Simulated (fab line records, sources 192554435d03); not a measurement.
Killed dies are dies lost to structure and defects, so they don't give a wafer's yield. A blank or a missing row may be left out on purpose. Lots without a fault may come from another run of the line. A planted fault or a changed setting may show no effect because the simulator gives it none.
fab line records | flow n5_finfet
record lots=5 wafers=14 last_day=18
route steps=1938 shown BEOL_M14@1761 BEOL_M15@1773
lots that met no fault: from a run of the same line without faults
start_h: hours from the record's first day to the start of the lot's first wafer shown | wait_h: hours since the lot's step before | " the same as in the row above | L1.1+2: a row that stands for several wafers | - no value, or no start given | * or withheld: withheld | < > ~ a bound
route shown NAME@n: a module of which the file shows steps, and the number in the route of the first | usual: mean/standard deviation of fault-free wafers | same: alike in all rows | chamber/n: place in a boat | sites: the reading at each site | _std_site: their standard deviation | _edge_site: outer sites' mean less inner sites' | radius_mm: how far each site lies from the wafer's centre | mask NAME#n: copy n | behind: the tool/chamber that last shaped the wafer | hold: why the lot was held/for how many hours/how that ended | device: the transistor (n, p or np) that didn't switch | end of line: the same wafers' tests at the end of the route | a step without rows: its recipe alone | killed: dies lost to structure and defects at the first sort, not the wafer's yield | map: a wafer's dies, x killed, . not, _ none there
set.NAME: the setting as run; set.NAME@STEP: as run at that earlier step | model.NAME: the simulator's own value behind a step, which no gauge read
lots at some steps of the route; a table a step, a row a wafer
services: from which hour (start_h, from the record's first day; less than 0 if before it) a tool's chamber was out of use, for how many hours, and why
## steps
# step N5_BEOL_M14_PRE_CLEAN_42
# recipe gas=H2/He time_s=30 temp_c=300
# usual heater_power_w=459/34
# columns lot.wafer tool chamber start_h wait_h heater_power_w
L221.1 pvd_sputter-01 - 296.43 0.0 429
L221.4 " - " " 431
L221.6 " - " " 430
L225.3 pvd_sputter-02 - 340.78 0.0 419
L225.4 " - " " 526
L225.5 " - " " 539
L226.3 pvd_sputter-03 - 341.14 0.0 449
L226.4 " - " " 483
L226.5 " - " " 489
L229.1 pvd_sputter-01 - 375.62 0.0 424
L229.3 " - " " 419
L229.5 " - " " 424
L237.1 pvd_sputter-02 - 412.85 0.0 543
L237.5 " - " " 515
# step N5_BEOL_M14_SPUTTER_43
# recipe material=TaN target_thk_a=150 temp_c=50 bias_v=168.6 power_w=15000 chamber_pressure_pa=0.12 time_s=24.19
# step N5_BEOL_M14_SPUTTER_44
# recipe material=Ta target_thk_a=150 temp_c=50 bias_v=80 power_w=15000 chamber_pressure_pa=0.07 time_s=24.19
# step N5_BEOL_M14_SPUTTER_45
# recipe material=Cu target_thk_a=1000 temp_c=-20 bias_v=60 power_w=26000 chamber_pressure_pa=0.13 time_s=16.67
# step N5_BEOL_M14_ECD_47
# recipe material=Cu target_thk_a=12480
# step N5_BEOL_M14_ANNEAL_48
# recipe temp_c=225 time_s=90 ambient=N2
# usual wafer_temp_C_max=226.11/0.29
# columns lot.wafer tool chamber start_h wait_h wafer_temp_C_max
L221.1 rtp_anneal-02 0 297.00 0.2 226.13
L221.4 " 0 " " 226.02
L221.6 " 0 " " 226.03
L225.3 rtp_anneal-01 0 341.47 0.3 226.42
L225.4 " 0 " " 227.05
L225.5 " 0 " " 226.35
L226.3 rtp_anneal-01 0 341.74 0.2 226.39
L226.4 " 0 " " 225.91
L226.5 " 0 " " 226.26
L229.1 rtp_anneal-02 0 376.16 0.1 225.63
L229.3 " 0 " " 225.78
L229.5 " 0 " " 225.94
L237.1 rtp_anneal-02 0 413.52 0.3 225.83
L237.5 " 0 " " 226.01
# step N5_BEOL_M14_CMP_49
# recipe stop_on=SiO2 t_overpolish_s=5.2 down_force_psi=2 platen_rpm=80 clearing_platen_down_force_psi=2 clearing_platen_rpm=80 post_cmp_clean=cu_alkaline target_thk_nm=560 clearing_platen_pad_velocity_m_s=1.5917 pad_velocity_m_s=1.5917
# step N5_BEOL_M14_THK_MEAS_50
# recipe thk_meas_gauge=xrf reads=Cu_of_BEOL_M14_ECD_47
# usual M14_THK=561/18
# columns lot.wafer tool chamber start_h wait_h M14_THK[nm]
L221.1 film_metro-02 - 297.59 - 556
L221.4 " - " " 545
L221.6 " - " " 514
L225.3 film_metro-01 - 341.97 - 595
L225.4 " - " " 566
L225.5 " - " " 591
L226.3 film_metro-01 - 342.24 - 564
L226.4 " - " " 525
L226.5 " - " " 526
L229.1 film_metro-02 - 376.76 - 572
L229.3 " - " " 563
L229.5 " - " " 560
L237.1 film_metro-02 - 414.12 - 582
L237.5 " - " " 581
# step N5_BEOL_M14_PRE_CLEAN_52
# recipe gas=NH3 time_s=15 temp_c=withheld rf_power_w=300
# step N5_BEOL_M14_DEP_53
# recipe material=SiCN target_thk_a=500 temp_c=withheld precursor=3MS/NH3 pressure_torr=3 rf_w=675 time_s=17.8
# usual showerhead_plenum_p_Torr=4.164/0.025 throttle_valve_pct=17.9/0.45
# columns lot.wafer tool chamber start_h wait_h showerhead_plenum_p_Torr throttle_valve_pct
L221.1 pecvd-02 1 297.65 0.0 4.177 17.7
L221.4 " 2 " " 4.174 17.9
L221.6 " 1 " " 4.184 18.1
L225.3 pecvd-02 2 342.03 0.0 4.162 18.0
L225.4 " 1 " " 4.190 17.7
L225.5 " 0 " " 4.156 18.1
L226.3 pecvd-02 0 342.30 0.0 4.145 17.9
L226.4 " 2 " " 4.173 18.1
L226.5 " 1 " " 4.189 17.6
L229.1 pecvd-02 1 376.84 0.0 4.194 17.9
L229.3 " 0 " " 4.153 17.7
L229.5 " 1 " " 4.205 17.6
L237.1 pecvd-02 2 414.18 0.0 4.182 18.4
L237.5 " 0 " " 4.164 18.0
# step N5_BEOL_M14_RS_MEAS_54
# recipe thk_meas_gauge=four-point-probe reads=Cu_of_BEOL_M14_ECD_47+Ta_of_BEOL_M14_SPUTTER_44+TaN_of_BEOL_M14_SPUTTER_43
# usual M14_RS=0.0330/0.001
# columns lot.wafer tool chamber start_h wait_h M14_RS[ohm/sq]
L221.1 film_metro-02 - 297.72 0.0 0.0333
L221.4 " - " " 0.0337
L221.6 " - " " 0.0358
L225.3 film_metro-01 - 342.10 0.1 0.0312
L225.4 " - " " 0.0327
L225.5 " - " " 0.0316
L226.3 film_metro-02 - 342.37 0.1 0.0330
L226.4 " - " " 0.0354
L226.5 " - " " 0.0354
L229.1 film_metro-02 - 376.92 0.1 0.0320
L229.3 " - " " 0.0325
L229.5 " - " " 0.0327
L237.1 film_metro-01 - 414.25 0.0 0.0318
L237.5 " - " " 0.0322
# step N5_BEOL_M14_INSPECT_55
# recipe inspect_instrument=darkfield mode=post_dep
# usual raw_defect_count=72/24
# columns lot.wafer tool chamber start_h wait_h raw_defect_count
L221.1 defect_inspect-02 - 297.74 0.0 83
L221.4 " - " " 53
L221.6 " - " " 48
L225.3 defect_inspect-02 - 342.12 0.0 33
L225.4 " - " " 54
L225.5 " - " " 72
L226.3 defect_inspect-01 - 342.39 0.0 80
L226.4 " - " " 82
L226.5 " - " " 92
L229.1 defect_inspect-01 - 376.95 0.0 53
L229.3 " - " " 65
L229.5 " - " " 63
L237.1 defect_inspect-02 - 414.28 0.0 111
L237.5 " - " " 165
# step N5_BEOL_M15_ILD_DEP_00
# recipe material=SiO2 target_thk_a=16293 temp_c=400 precursor=TEOS/O2 pressure_torr=6.5 rf_w=900 teos_flow_sccm=161.4 gas=O2 flow_sccm=2650 time_s=346.1
# usual heater_power_w=586/92 run_length_s=389.2/0.41 showerhead_plenum_p_Torr=8.376/0.021 throttle_valve_pct=18.4/0.59
# columns lot.wafer tool chamber start_h wait_h heater_power_w run_length_s showerhead_plenum_p_Torr throttle_valve_pct model.SiO2_of_BEOL_M15_ILD_DEP_00.thk_nm
L221.1 pecvd-04 0 297.78 0.0 726 388.7 8.356 18.4 1629
L221.4 " 2 " " 499 389.0 8.388 18.5 1659
L221.6 " 1 " " 377 389.5 8.388 19.6 1691
L225.3 pecvd-04 0 342.16 0.0 733 389.1 8.354 18.4 1599
L225.4 " 2 " " 499 389.0 8.381 18.3 1593
L225.5 " 0 " " 583 389.3 8.374 18.5 1605
L226.3 pecvd-01 1 342.43 0.0 676 389.8 8.407 17.7 1606
L226.4 " 2 " " 496 388.9 8.353 18.2 1638
L226.5 " 0 " " 472 388.6 8.405 18.0 1633
L229.1 pecvd-01 0 376.99 0.0 611 655.1 8.414 17.9 2840
L229.3 " 1 " " 674 389.6 8.407 17.9 1611
L229.5 " 1 " " 561 389.7 8.389 17.6 1634
L237.1 pecvd-04 1 414.31 0.0 508 389.6 8.396 17.5 1631
L237.5 " 0 " " 590 388.9 8.346 18.4 1631
# step N5_BEOL_M15_THK_MEAS_01
# recipe reads=SiO2_of_BEOL_M15_ILD_DEP_00
# usual M15_ILD_THK=1626/24
# columns lot.wafer tool chamber start_h wait_h M15_ILD_THK[nm]
L221.1 film_metro-02 - 298.03 0.1 1628
L221.4 " - " " 1660
L221.6 " - " " 1691
L225.3 film_metro-01 - 342.41 0.1 1599
L225.4 " - " " 1593
L225.5 " - " " 1605
L226.3 film_metro-02 - 342.68 0.1 1606
L226.4 " - " " 1639
L226.5 " - " " 1631
L229.1 film_metro-01 - 377.24 0.1 2840
L229.3 " - " " 1610
L229.5 " - " " 1634
L237.1 film_metro-01 - 414.56 0.1 1631
L237.5 " - " " 1630
# step N5_BEOL_M15_COAT_58
# recipe resist=BARC temp_c=205 time_s=60 spin_rpm=1500 resist_thk_nm=89
# step N5_BEOL_M15_COAT_04
# recipe spin_rpm=1704 resist_thk_nm=800
# step N5_BEOL_M15_EBR_06
# recipe solvent=PGMEA ebr_width_mm=1.5
# step N5_BEOL_M15_SOFTBAKE_05
# recipe temp_c=130 time_s=60
# step N5_BEOL_M15_EXPOSE_07
# recipe mask_id=V14 na=0.8 source_shape=annular sigma_inner=0.5 sigma_outer=0.8 polarization=unpolarized attpsm_phase_deg=180 dose_mj=41.25
# step N5_BEOL_M15_PEB_08
# recipe peb_temp_c=130 peb_time_s=90
# step N5_BEOL_M15_DEVELOP_09
# recipe develop_time_s=45 rinse_liquid=diw dry=air_spin dev_temp_c=21
# step N5_BEOL_M15_HARDBAKE_14
# recipe temp_c=130 time_s=120
# step N5_BEOL_M15_CD_MEAS_10
# recipe target_cd_nm=360 landing_energy_ev=500 detector=se_inlens polarity=opening
# usual cd_nm=360.7/2.1
# columns lot.wafer tool chamber start_h wait_h cd_nm
L221.1 cd_sem-01 0 298.46 - 359.5
L221.4 " 0 " " 362.2
L221.6 " 0 " " 359.3
L225.3 cd_sem-02 0 342.84 - 359.3
L225.4 " 0 " " 362.4
L225.5 " 0 " " 360.0
L226.3 cd_sem-01 0 342.99 - 361.3
L226.4 " 0 " " 362.4
L226.5 " 0 " " 364.8
L229.1 cd_sem-03 0 377.66 - 361.3
L229.3 " 0 " " 360.7
L229.5 " 0 " " 358.3
L237.1 cd_sem-02 0 414.87 - 360.9
L237.5 " 0 " " 355.5
# step N5_BEOL_M15_OVL_MEAS_11
# recipe points_per_wafer=44
# usual V14_OVL=2/5.1
# columns lot.wafer tool chamber start_h wait_h V14_OVL[nm]
L221.1 overlay-01 0 298.49 0.0 8
L221.4 " 0 " " 2
L221.6 " 0 " " 0
L225.3 overlay-01 0 342.87 0.0 3
L225.4 " 0 " " 0
L225.5 " 0 " " 1
L226.3 overlay-02 0 343.02 0.0 -2
L226.4 " 0 " " -1
L226.5 " 0 " " -6
L229.1 overlay-01 0 377.69 0.0 6
L229.3 " 0 " " 4
L229.5 " 0 " " 6
L237.1 overlay-02 0 414.90 0.0 5
L237.5 " 0 " " 5
# step N5_BEOL_M15_INSPECT_12
# recipe mode=adi inspect_instrument=macro
# usual raw_defect_count=2.1/1.4
# columns lot.wafer tool chamber start_h wait_h raw_defect_count
L221.1 defect_inspect-01 - 298.51 0.0 1
L221.4 " - " " 2
L221.6 " - " " 1
L225.3 defect_inspect-01 - 342.89 0.0 3
L225.4 " - " " 3
L225.5 " - " " 4
L226.3 defect_inspect-02 - 343.04 0.0 2
L226.4 " - " " 1
L226.5 " - " " 4
L229.1 defect_inspect-01 - 377.72 0.0 1
L229.3 " - " " 1
L229.5 " - " " 2
L237.1 defect_inspect-01 - 414.93 0.0 2
L237.5 " - " " 4
# step N5_BEOL_M15_DESCUM_15
# recipe chemistry=O2 time_s=7.9 source_power_w=50 bias_power_w=20 pressure_mtorr=20 rf_frequency_hz=2.712e+07 temp_c=40 o2_flow_sccm=225
# step N5_BEOL_M15_ETCH_59
# recipe chemistry=N2/H2 target=BARC target_depth_a=890 overetch_a=267 time_s=67.9 ion_energy_ev=200 pressure_mtorr=30 source_w=840 bias_w=150 n2_flow_sccm=200 h2_flow_sccm=200
# usual drypump_motor_current_A=6.0/0.38 h2_flow_sccm=199.9/0.58 oes_product_au=0.69/0.075 rf_vpp_V=523.7/2.6 showerhead_plenum_p_Torr=2.53/0.087 throttle_valve_pct=17.83/0.25
# columns lot.wafer tool chamber start_h wait_h drypump_motor_current_A h2_flow_sccm oes_product_au rf_hours_counter_h rf_vpp_V showerhead_plenum_p_Torr throttle_valve_pct
L221.1 rie_diel-02 2 298.59 0.0 5.7 199.6 0.78 23 529.8 2.71 17.94
L221.4 " 3 " " 5.8 199.8 0.62 210 519.0 2.42 17.82
L221.6 " 0 " " 6.7 199.4 0.70 - 525.1 2.57 17.42
L225.3 rie_diel-02 3 342.96 0.0 5.8 200.0 0.61 225 519.2 2.41 17.86
L225.4 " 0 " " 6.7 200.1 0.70 - 524.9 2.56 17.44
L225.5 " 3 " " 5.8 199.4 0.61 - 518.5 2.41 17.87
L226.3 rie_diel-02 2 343.37 0.0 5.7 200.7 0.76 39 528.4 2.70 17.97
L226.4 " 3 " " 5.8 199.5 0.61 - 520.1 2.41 17.86
L226.5 " 0 " " 6.7 199.7 0.70 - 525.4 2.56 17.44
L229.1 rie_diel-01 1 377.96 0.0 6.0 201.5 0.71 81 522.5 2.46 17.91
L229.3 " 0 " " 6.2 199.9 0.72 60 525.0 2.55 17.46
L229.5 " 0 " " 6.2 200.1 0.72 - 525.0 2.55 17.45
L237.1 rie_diel-01 0 415.25 0.0 6.2 200.6 0.71 74 523.2 2.54 17.47
L237.5 " 3 " " 5.9 199.1 0.82 - 523.6 2.50 17.75
# step N5_BEOL_M15_VIA_ETCH_16
# recipe chemistry=C4F8/O2/Ar target=SiO2 he_inner_torr=15 he_outer_torr=30 target_depth_a=17922 time_s=withheld ion_energy_ev=800 pressure_mtorr=20 source_w=1905 bias_w=2040 Ar_flow_sccm=400 C4F8_flow_sccm=16 O2_flow_sccm=12 ends=cleared
# usual drypump_motor_current_A=6.0/0.37 oes_product_au=0.72/0.088 rf_vpp_V=2242/48 showerhead_plenum_p_Torr=3.42/0.11 throttle_valve_pct=30.80/0.29
# columns lot.wafer tool chamber start_h wait_h drypump_motor_current_A oes_product_au rf_vpp_V showerhead_plenum_p_Torr throttle_valve_pct model.etch.depth_nm model.coat_of_BEOL_M15_COAT_04.thk_nm
L221.1 rie_diel-02 2 298.64 0.0 5.7 0.86 2277 3.62 31.03 1629 330.6
L221.4 " 3 " " 5.9 0.64 2332 3.26 30.44 1659 328.8
L221.6 " 0 " " 6.6 0.75 2184 3.48 30.52 1691 317
L225.3 rie_diel-02 3 343.01 0.0 5.9 0.63 2333 3.25 30.44 1599 347.2
L225.4 " 0 " " 6.7 0.74 2182 3.47 30.53 1593 346.6
L225.5 " 3 " " 5.9 0.64 2333 3.25 30.45 1605 345.4
L226.3 rie_diel-02 2 343.42 0.0 5.7 0.84 2275 3.61 31.04 1606 343.6
L226.4 " 3 " " 5.8 0.64 2332 3.25 30.46 1638 341.8
L226.5 " 0 " " 6.7 0.73 2182 3.47 30.53 1633 343.2
L229.1 rie_diel-01 1 378.01 0.0 6.1 0.83 2220 3.34 31.17 2840 48.4
L229.3 " 0 " " 6.2 0.76 2196 3.49 30.70 1611 353.6
L229.5 " 0 " " 6.2 0.77 2196 3.49 30.71 1634 345.6
L237.1 rie_diel-01 0 415.30 0.0 6.2 0.75 2195 3.48 30.72 1631 349
L237.5 " 3 " " 5.9 0.85 2228 3.40 30.86 1631 345.6
# step N5_BEOL_M15_STRIP_63
# recipe chemistry=O2 power_w=600 temp_c=60 pressure_mtorr=30 rf_frequency_hz=6e+07 bias_power_w=0 overash_fraction=0.3 o2_flow_sccm=225
# step N5_BEOL_M15_STRIP_64
# recipe chemistry=O2 power_w=600 temp_c=60 pressure_mtorr=30 rf_frequency_hz=6e+07 bias_power_w=0 overash_fraction=0.3 o2_flow_sccm=225
# step N5_BEOL_M15_STRIP_65
# recipe chemistry=post_etch_residue_remover time_s=60 temp_c=25 remover_ph=withheld remover_water_wt_pct=withheld remover_fluoride_wt_pct=withheld
# step N5_BEOL_M15_SRD_66
# recipe time_s=30 temp_c=23 rinse_liquid=diw dry=n2_spin spin_rpm=1500 dry_time_s=30
# step N5_BEOL_M15_CD_MEAS_17
# recipe target_cd_nm=360 polarity=opening
# usual cd_nm=361.9/2.7
# columns lot.wafer tool chamber start_h wait_h cd_nm
L221.1 cd_sem-03 - 299.06 0.0 362.7
L221.4 " - " " 364.0
L221.6 " - " " 360.7
L225.3 cd_sem-01 - 343.43 0.0 358.5
L225.4 " - " " 362.0
L225.5 " - " " 360.9
L226.3 cd_sem-02 - 343.84 0.0 363.7
L226.4 " - " " 364.0
L226.5 " - " " 365.8
L229.1 cd_sem-02 - 378.43 0.0 372.6
L229.3 " - " " 361.8
L229.5 " - " " 359.8
L237.1 cd_sem-03 - 415.72 0.0 360.5
L237.5 " - " " 352.7
# step N5_BEOL_M15_COAT_56
# recipe resist=SOC temp_c=250 time_s=60 spin_rpm=1500 resist_thk_nm=550
# step N5_BEOL_M15_ETCH_57
# recipe chemistry=N2/H2 target=SOC source_w=3000 bias_w=350 time_s=750 ion_energy_ev=200 pressure_mtorr=30 n2_flow_sccm=200 h2_flow_sccm=200
# usual drypump_motor_current_A=6.0/0.42 h2_flow_sccm=200.0/0.59 oes_product_au=0.80/0.092 rf_vpp_V=523.7/2.6 showerhead_plenum_p_Torr=2.53/0.086 throttle_valve_pct=17.71/0.23
# columns lot.wafer tool chamber start_h wait_h drypump_motor_current_A h2_flow_sccm oes_product_au rf_hours_counter_h rf_vpp_V showerhead_plenum_p_Torr throttle_valve_pct
L221.1 rie_diel-03 1 299.18 - 5.8 199.7 0.90 45 521.7 2.48 17.48
L221.4 " 1 " " 5.8 200.4 0.89 - 520.7 2.48 17.48
L221.6 " 0 " " 5.2 199.7 0.76 - 524.2 2.53 17.63
L225.3 rie_diel-01 1 343.66 - 6.1 198.8 0.84 71 522.3 2.47 17.80
L225.4 " 3 " " 5.9 199.7 0.68 240 522.6 2.50 18.01
L225.5 " 3 " " 5.9 200.0 0.68 - 522.1 2.50 18.02
L226.3 rie_diel-03 0 343.93 - 5.3 200.1 0.74 163 522.3 2.52 17.65
L226.4 " 0 " " 5.3 200.3 0.75 - 522.4 2.52 17.66
L226.5 " 1 " " 5.9 199.6 0.87 - 521.0 2.47 17.52
L229.1 rie_diel-02 3 378.53 - 5.9 199.6 0.71 236 520.1 2.41 17.76
L229.3 " 2 " " 5.8 198.7 0.89 49 528.2 2.70 17.89
L229.5 " 2 " " 5.8 199.4 0.90 - 526.9 2.70 17.88
L237.1 rie_diel-02 0 415.82 - 6.7 199.6 0.80 121 523.3 2.55 17.37
L237.5 " 3 " " 5.8 200.5 0.69 - 519.9 2.40 17.77
# step N5_BEOL_M15_COAT_60
# recipe resist=BARC temp_c=205 time_s=60 spin_rpm=1500 resist_thk_nm=89
# step N5_BEOL_M15_COAT_22
# recipe spin_rpm=1704 resist_thk_nm=800
# step N5_BEOL_M15_EBR_24
# recipe solvent=PGMEA ebr_width_mm=1.5
# step N5_BEOL_M15_SOFTBAKE_23
# recipe temp_c=130 time_s=60
# step N5_BEOL_M15_EXPOSE_25
# recipe mask_id=M15 na=0.8 source_shape=annular sigma_inner=0.5 sigma_outer=0.8 polarization=unpolarized target_cd_nm=400 dose_mj=35.5
# step N5_BEOL_M15_PEB_26
# recipe peb_temp_c=130 peb_time_s=90
# step N5_BEOL_M15_DEVELOP_27
# recipe develop_time_s=45 rinse_liquid=diw dry=air_spin dev_temp_c=21
# step N5_BEOL_M15_CMP_49
# recipe stop_on=SiO2 t_overpolish_s=4.9 down_force_psi=2 platen_rpm=80 clearing_platen_down_force_psi=2 clearing_platen_rpm=80 post_cmp_clean=cu_alkaline target_thk_nm=850 clearing_platen_pad_velocity_m_s=1.5917 pad_velocity_m_s=1.5917
# usual clearing_platen_rpm=80.00/0.039 edge_zone_pressure_frac=1.000/0.0047 motor_current_A=7.9/0.74
# columns lot.wafer tool chamber start_h wait_h clearing_platen_rpm edge_zone_pressure_frac motor_current_A model.SiO2_of_BEOL_M15_ILD_DEP_00.thk_nm
L221.4 cmp-03 0 305.70 0.1 79.96 1.001 7.7 1579
L221.1 " 3 " " 80.01 0.997 7.6 1552
L221.6 " 0 " " 80.08 1.007 7.6 1614
L225.3 cmp-04 2 348.23 0.2 79.99 1.004 7.4 1522
L225.4 " 3 " " 80.03 0.997 7.5 1515
L225.5 " 0 " " 80.03 1.002 8.3 1527
L226.4 cmp-04 3 348.43 0.1 79.94 0.999 7.8 1560
L226.3 " 2 " " 79.96 1.003 7.4 1529
L226.5 " 0 " " 80.03 1.001 8.1 1546
L229.1 cmp-04 3 385.49 0.3 79.97 1.004 8.0 2757
L229.3 " 0 " " 80.01 1.002 7.9 1533
L229.5 " 0 " " 80.01 1.007 8.4 1551
L237.1 cmp-03 2 421.97 0.4 80.01 0.999 9.2 1554
L237.5 " 0 " " 80.03 1.007 7.3 1553
## services
# columns tool chamber start_h hours kind
rie_diel-03 3 274.13 5.8 repair
rie_diel-01 3 275.10 4.1 repair
pecvd-01 1 303.86 4.9 repair
rie_diel-03 0 311.45 3.0 repair
rtp_anneal-02 - 316.34 5.9 pm
pecvd-04 0 316.97 5.5 scheduled_down
pecvd-02 0 337.11 2.1 scheduled_down
rie_diel-02 1 338.28 8.1 repair
rie_diel-02 - 367.53 0.8 repair
pecvd-04 - 372.50 1.2 repair
cmp-04 - 374.61 1.0 repair
pecvd-02 2 375.64 30.7 repair
rie_diel-01 3 380.35 - clean
rie_diel-01 3 380.35 - consumable_replace:focus_ring
rie_diel-01 3 380.35 17.6 scheduled_down
rie_diel-01 3 380.35 17.6 vent_cycle
rie_diel-03 1 400.97 6.0 repair
rie_diel-03 0 405.67 8.9 repair
pvd_sputter-01 - 406.01 6.9 repair
cmp-04 - 407.01 4.0 pm
cmp-04 - 411.01 - consumable_replace:conditioner
cmp-04 - 411.01 - consumable_replace:pad
pecvd-04 - 417.78 14.6 pm
cmp-04 - 421.58 1.0 repair
## key
first_sign step=N5_BEOL_M15_ILD_DEP_00 reading=run_length_s direction=up sigmas=99+ usual=* struck=*
effect step=N5_BEOL_M15_THK_MEAS_01 reading=M15_ILD_THK direction=up sigmas=51 usual=1626 struck=2840
effect step=N5_BEOL_M15_CD_MEAS_17 reading=cd_nm direction=up sigmas=4 usual=361.9 struck=372.6
model_effect step=N5_BEOL_M15_ILD_DEP_00 value=SiO2_of_BEOL_M15_ILD_DEP_00.thk_nm without=1598 struck=2840
model_effect step=N5_BEOL_M15_VIA_ETCH_16 value=etch.depth_nm without=1598 struck=2840
model_effect step=N5_BEOL_M15_CMP_49 value=SiO2_of_BEOL_M15_ILD_DEP_00.thk_nm without=1516 struck=2757
met_at N5_BEOL_M15_ILD_DEP_00
struck_wafers L229.1
onset_between 342.43 376.99
fault kind=process_parameter_drift tool=pecvd-01 chamber=0 onset_h=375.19 steps=N5_BEOL_M15_ILD_DEP_00 channel=time_s offset=* shape=step end_h=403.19 acts_in=* stated=*
